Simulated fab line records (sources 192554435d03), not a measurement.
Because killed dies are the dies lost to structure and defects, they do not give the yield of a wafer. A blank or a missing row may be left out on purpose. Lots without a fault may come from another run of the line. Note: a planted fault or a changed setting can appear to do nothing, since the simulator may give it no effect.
3 desks, one fault    flow n5_finfet    every desk sees just its own numbers, and what lay behind them comes last

## FROM THE METROLOGY DESK
Means of the sampled wafers that have a number, per lot and without regard to the tool the lot ran on: this is what the gauges read. The brackets show how far a lot's mean lies from the usual mean; more than 4 standard deviations puts the lot out of limits, marked OUT.
Columns: A = cd_nm at N5_BEOL_M9_CD_MEAS_18, usual 70.1 nm; B = cd_nm at N5_BEOL_M9_CD_MEAS_28, usual 69.95 nm; C = V8_OVL at N5_BEOL_M9_OVL_MEAS_29, usual -0.2 nm
lot   first seen here  A     B      C
L283  day 13 05:07     70.0  69.98  0.3
L286  day 15 08:06     70.3  69.94  0.0
L296  day 16 05:26     70.9  70.07  -0.3
L299  day 16 05:38     70.2  69.91  -0.5
L295  day 16 05:59     70.1  70.02  0.0
L301  day 17 21:05     69.9  70.31  0.0
Result from this desk: across the 6 lots, nothing is out of limits.

## THE DEFECT DESK
Counts from the inspections along the route, per lot, as means over the sampled wafers that have a number. The brackets show how far a lot's mean lies from the usual mean; more than 4 standard deviations puts the lot out of limits, marked OUT.
Columns: A = raw_defect_count at N5_BEOL_M9_INSPECT_13, usual 388; B = raw_defect_count at N5_BEOL_M9_INSPECT_30, usual 374
lot   first seen here  A    B
L283  day 13 04:32     405  351
L286  day 15 07:37     460  394
L296  day 16 04:49     316  270
L299  day 16 04:59     347  294
L295  day 16 05:09     369  383
L301  day 17 20:36     509  497
Result from this desk: across the 6 lots, nothing is out of limits.

## THE TOOL OWNER'S DESK: litho_track-04
The tool's own readings at N5_BEOL_M9_COAT_22 (resist thk 30 nm): means of the sampled wafers that have a number, for each lot that ran on this tool. The brackets show how far a lot's mean lies from the usual mean; more than 4 standard deviations puts the lot out of limits, marked OUT.
Columns: A = spin_speed_rpm at N5_BEOL_M9_COAT_22, usual 1500.1 rpm
lot   first seen here  A
L283  day 13 07:14     1499.3
L296  day 16 05:30     1582.4 (+96) OUT
L295  day 16 06:38     1583.4 (+97) OUT
This desk's verdict: out of limits on L295, L296, starting with L296 at day 16 05:30 (spin_speed_rpm at N5_BEOL_M9_COAT_22). Within limits: L283.

## PUT TOGETHER
The tool owner's desk could have raised an alarm at day 16 05:30, on L295, L296.
Metrology desk: nothing out of limits seen.
Nothing out of limits was seen by the defect desk.
The metrology desk has L295, L296 on record, within its limits.
The defect desk has L295, L296 on record, within its limits.
On litho_track-04, each named lot ran N5_BEOL_M9_COAT_22.

## WHAT HAD BEEN PUT IN BY THE SIMULATOR
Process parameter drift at N5_BEOL_M9_COAT_22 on litho_track-04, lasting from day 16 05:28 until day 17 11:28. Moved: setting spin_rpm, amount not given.
Lots struck among those shown: L295, L296.
How many hours passed from the start of the fault until each desk's first out-of-limits reading: the tool owner's desk, 0.
